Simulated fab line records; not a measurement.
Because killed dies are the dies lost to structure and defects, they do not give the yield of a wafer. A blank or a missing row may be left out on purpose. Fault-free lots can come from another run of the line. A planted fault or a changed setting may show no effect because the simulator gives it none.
Split-lot trial :: flow n5Finfet :: on a route of 1938 steps: 7 lots, 39 wafers read

== ON THE SPLIT ==
At N5_MIM_BOT_ETCH_ETCH_04 (etches SiNx in CF4/O2, target depth 26 nm, time 13 s), the setting timeS was moved away from the recipe's 13 s on 12 of the 39 wafers read, by -46.4% to +48.3%. For the rest of the wafers, this setting stayed at what the recipe calls for.

The split's own step is where the reading is taken.

== THE READING ==
MIM_BOT_ETCH.cdOffsetNm (the simulator's own value, which no gauge read), in nm, at N5_MIM_BOT_ETCH_ETCH_04 (etches SiNx in CF4/O2, target depth 26 nm, time 13 s). The file does not state a usual value for it. The 27 wafers here that ran the recipe average 0.0 nm, standard deviation 0.083 nm.

wafer: L080.1
tool, chamber at the split: rieDiel-01, 0
timeS as run, s: 10.43
against the recipe: -19.8%
MIM_BOT_ETCH.cdOffsetNm, nm: 0.2
against lot-mates on the recipe: +0.2

wafer: L080.2
tool, chamber at the split: rieDiel-01, 2
timeS as run, s: 10.43
against the recipe: -19.8%
MIM_BOT_ETCH.cdOffsetNm, nm: 0.4
against lot-mates on the recipe: +0.4

wafer: L080.3
tool, chamber at the split: rieDiel-01, 3
timeS as run, s: 13
against the recipe: recipe
MIM_BOT_ETCH.cdOffsetNm, nm: 0
against lot-mates on the recipe: -

wafer: L080.4
tool, chamber at the split: rieDiel-01, 1
timeS as run, s: 10.43
against the recipe: -19.8%
MIM_BOT_ETCH.cdOffsetNm, nm: 0.4
against lot-mates on the recipe: +0.4

wafer: L080.5
tool, chamber at the split: rieDiel-01, 3
timeS as run, s: 13
against the recipe: recipe
MIM_BOT_ETCH.cdOffsetNm, nm: 0
against lot-mates on the recipe: -

wafer: L080.6
tool, chamber at the split: rieDiel-01, 0
timeS as run, s: 13
against the recipe: recipe
MIM_BOT_ETCH.cdOffsetNm, nm: 0
against lot-mates on the recipe: -

wafer: L079.1
tool, chamber at the split: rieDiel-02, 2
timeS as run, s: 13
against the recipe: recipe
MIM_BOT_ETCH.cdOffsetNm, nm: 0
against lot-mates on the recipe: -

wafer: L079.2
tool, chamber at the split: rieDiel-02, 1
timeS as run, s: 7.244
against the recipe: -44.3%
MIM_BOT_ETCH.cdOffsetNm, nm: 0.6
against lot-mates on the recipe: +0.6

wafer: L079.3
tool, chamber at the split: rieDiel-02, 0
timeS as run, s: 7.244
against the recipe: -44.3%
MIM_BOT_ETCH.cdOffsetNm, nm: 0.4
against lot-mates on the recipe: +0.4

wafer: L079.4
tool, chamber at the split: rieDiel-02, 3
timeS as run, s: 13
against the recipe: recipe
MIM_BOT_ETCH.cdOffsetNm, nm: 0
against lot-mates on the recipe: -

wafer: L079.5
tool, chamber at the split: rieDiel-02, 3
timeS as run, s: 13
against the recipe: recipe
MIM_BOT_ETCH.cdOffsetNm, nm: 0
against lot-mates on the recipe: -

wafer: L079.6
tool, chamber at the split: rieDiel-02, 2
timeS as run, s: 7.244
against the recipe: -44.3%
MIM_BOT_ETCH.cdOffsetNm, nm: 0.6
against lot-mates on the recipe: +0.6

wafer: L082.1
tool, chamber at the split: rieDiel-02, 1
timeS as run, s: 13
against the recipe: recipe
MIM_BOT_ETCH.cdOffsetNm, nm: 0.2
against lot-mates on the recipe: -

wafer: L082.2
tool, chamber at the split: rieDiel-02, 0
timeS as run, s: 13
against the recipe: recipe
MIM_BOT_ETCH.cdOffsetNm, nm: 0
against lot-mates on the recipe: -

wafer: L082.3
tool, chamber at the split: rieDiel-02, 2
timeS as run, s: 13
against the recipe: recipe
MIM_BOT_ETCH.cdOffsetNm, nm: 0.2
against lot-mates on the recipe: -

wafer: L082.4
tool, chamber at the split: rieDiel-02, 3
timeS as run, s: 13
against the recipe: recipe
MIM_BOT_ETCH.cdOffsetNm, nm: 0.2
against lot-mates on the recipe: -

wafer: L082.5
tool, chamber at the split: rieDiel-02, 2
timeS as run, s: 13
against the recipe: recipe
MIM_BOT_ETCH.cdOffsetNm, nm: 0.2
against lot-mates on the recipe: -

wafer: L082.6
tool, chamber at the split: rieDiel-02, 3
timeS as run, s: 13
against the recipe: recipe
MIM_BOT_ETCH.cdOffsetNm, nm: 0.2
against lot-mates on the recipe: -

wafer: L083.1
tool, chamber at the split: rieDiel-02, 0
timeS as run, s: 13
against the recipe: recipe
MIM_BOT_ETCH.cdOffsetNm, nm: 0
against lot-mates on the recipe: -

wafer: L083.2
tool, chamber at the split: rieDiel-02, 3
timeS as run, s: 13
against the recipe: recipe
MIM_BOT_ETCH.cdOffsetNm, nm: 0
against lot-mates on the recipe: -

wafer: L083.3
tool, chamber at the split: rieDiel-02, 1
timeS as run, s: 13
against the recipe: recipe
MIM_BOT_ETCH.cdOffsetNm, nm: 0
against lot-mates on the recipe: -

wafer: L083.4
tool, chamber at the split: rieDiel-02, 2
timeS as run, s: 13
against the recipe: recipe
MIM_BOT_ETCH.cdOffsetNm, nm: 0
against lot-mates on the recipe: -

wafer: L083.5
tool, chamber at the split: rieDiel-02, 2
timeS as run, s: 13
against the recipe: recipe
MIM_BOT_ETCH.cdOffsetNm, nm: 0
against lot-mates on the recipe: -

wafer: L083.6
tool, chamber at the split: rieDiel-02, 1
timeS as run, s: 13
against the recipe: recipe
MIM_BOT_ETCH.cdOffsetNm, nm: 0.2
against lot-mates on the recipe: -

wafer: L085.1
tool, chamber at the split: rieDiel-02, 1
timeS as run, s: 13
against the recipe: recipe
MIM_BOT_ETCH.cdOffsetNm, nm: 0
against lot-mates on the recipe: -

wafer: L085.2
tool, chamber at the split: rieDiel-02, 2
timeS as run, s: 13
against the recipe: recipe
MIM_BOT_ETCH.cdOffsetNm, nm: 0
against lot-mates on the recipe: -

wafer: L085.3
tool, chamber at the split: rieDiel-02, 0
timeS as run, s: 13
against the recipe: recipe
MIM_BOT_ETCH.cdOffsetNm, nm: 0
against lot-mates on the recipe: -

wafer: L085.4
tool, chamber at the split: rieDiel-02, 3
timeS as run, s: 19.28
against the recipe: +48.3%
MIM_BOT_ETCH.cdOffsetNm, nm: -0.4
against lot-mates on the recipe: -0.4

wafer: L085.5
tool, chamber at the split: rieDiel-02, 3
timeS as run, s: 19.28
against the recipe: +48.3%
MIM_BOT_ETCH.cdOffsetNm, nm: -0.4
against lot-mates on the recipe: -0.4

wafer: L085.6
tool, chamber at the split: rieDiel-02, 2
timeS as run, s: 19.28
against the recipe: +48.3%
MIM_BOT_ETCH.cdOffsetNm, nm: -0.4
against lot-mates on the recipe: -0.4

wafer: L092.1
tool, chamber at the split: rieDiel-03, 1
timeS as run, s: 13
against the recipe: recipe
MIM_BOT_ETCH.cdOffsetNm, nm: 0
against lot-mates on the recipe: -

wafer: L092.2
tool, chamber at the split: rieDiel-03, 0
timeS as run, s: 13
against the recipe: recipe
MIM_BOT_ETCH.cdOffsetNm, nm: 0
against lot-mates on the recipe: -

wafer: L092.3
tool, chamber at the split: rieDiel-03, 2
timeS as run, s: 6.968
against the recipe: -46.4%
MIM_BOT_ETCH.cdOffsetNm, nm: 0.6
against lot-mates on the recipe: +0.6

wafer: L092.4
tool, chamber at the split: rieDiel-03, 3
timeS as run, s: 6.968
against the recipe: -46.4%
MIM_BOT_ETCH.cdOffsetNm, nm: 0.6
against lot-mates on the recipe: +0.6

wafer: L092.5
tool, chamber at the split: rieDiel-03, 0
timeS as run, s: 6.968
against the recipe: -46.4%
MIM_BOT_ETCH.cdOffsetNm, nm: 0.6
against lot-mates on the recipe: +0.6

wafer: L092.6
tool, chamber at the split: rieDiel-03, 3
timeS as run, s: 13
against the recipe: recipe
MIM_BOT_ETCH.cdOffsetNm, nm: 0
against lot-mates on the recipe: -

wafer: L095.2
tool, chamber at the split: rieDiel-03, 3
timeS as run, s: 13
against the recipe: recipe
MIM_BOT_ETCH.cdOffsetNm, nm: 0
against lot-mates on the recipe: -

wafer: L095.4
tool, chamber at the split: rieDiel-03, 2
timeS as run, s: 13
against the recipe: recipe
MIM_BOT_ETCH.cdOffsetNm, nm: 0
against lot-mates on the recipe: -

wafer: L095.5
tool, chamber at the split: rieDiel-03, 3
timeS as run, s: 13
against the recipe: recipe
MIM_BOT_ETCH.cdOffsetNm, nm: 0
against lot-mates on the recipe: -

THE FIT
A straight line over all 39 wafers: MIM_BOT_ETCH.cdOffsetNm changes by -0.0108 nm for each +1% of timeS; r = -0.94; the points scatter about the line by 0.086 nm.
The same after taking each lot's own level away (the mean of its wafers on the recipe; 39 wafers): -0.011 nm for each +1%; r = -0.96; scatter 0.075 nm.
According to that fit, moving timeS by its largest amount changes the reading by 0.53 nm.
The lots' own levels span 0.00 to 0.17 nm, that is 2.0 times the standard deviation above.
So the lot-to-lot level changes the slope little: the two slopes agree.
Check: for one of the wafers moved furthest among these (+48.3%), held out of the fit, the line's prediction against its lot-mates is -0.526 nm. It came out at -0.4 nm against them.

== ADDITIONAL SPLITS CARRIED BY THESE WAFERS ==
Note: prior to the reading, these wafers also went through further splits. Each is held against what the fit with the lots' levels taken away leaves over:
other split on the same wafers: N5_BEOL_M7_ALD_77 aldCycles
wafers away from the commonest value: 18
r with MIM_BOT_ETCH.cdOffsetNm (lot level and that fit taken away): +0.03

other split on the same wafers: N5_BEOL_M9_ETCH_66 targetDepthA
wafers away from the commonest value: 15
r with MIM_BOT_ETCH.cdOffsetNm (lot level and that fit taken away): +0.03

other split on the same wafers: N5_BEOL_M13_ILD_DEP_00 timeS
wafers away from the commonest value: 12
r with MIM_BOT_ETCH.cdOffsetNm (lot level and that fit taken away): +0.10

== THE WHOLE CHAIN: every reading that the file lists as answering this split, in the file's order ==
step: N5_MIM_BOT_ETCH_ETCH_04
what it does: etches SiNx in CF4/O2, target depth 26 nm, time 13 s
reading: etch.depthNm (the simulator's own value, which no gauge read)
change (the file's fit): +0.257 nm for each +1% of the setting
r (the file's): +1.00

step: N5_MIM_BOT_ETCH_ETCH_04
what it does: etches SiNx in CF4/O2, target depth 26 nm, time 13 s
reading: MIM_BOT_ETCH.cdOffsetNm (the simulator's own value, which no gauge read)
change (the file's fit): -0.0113 nm for each +1% of the setting
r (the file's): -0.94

== FILE'S OWN FIT ==
MIM_BOT_ETCH.cdOffsetNm changes by -0.0113 nm for each +1% of timeS, r = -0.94.
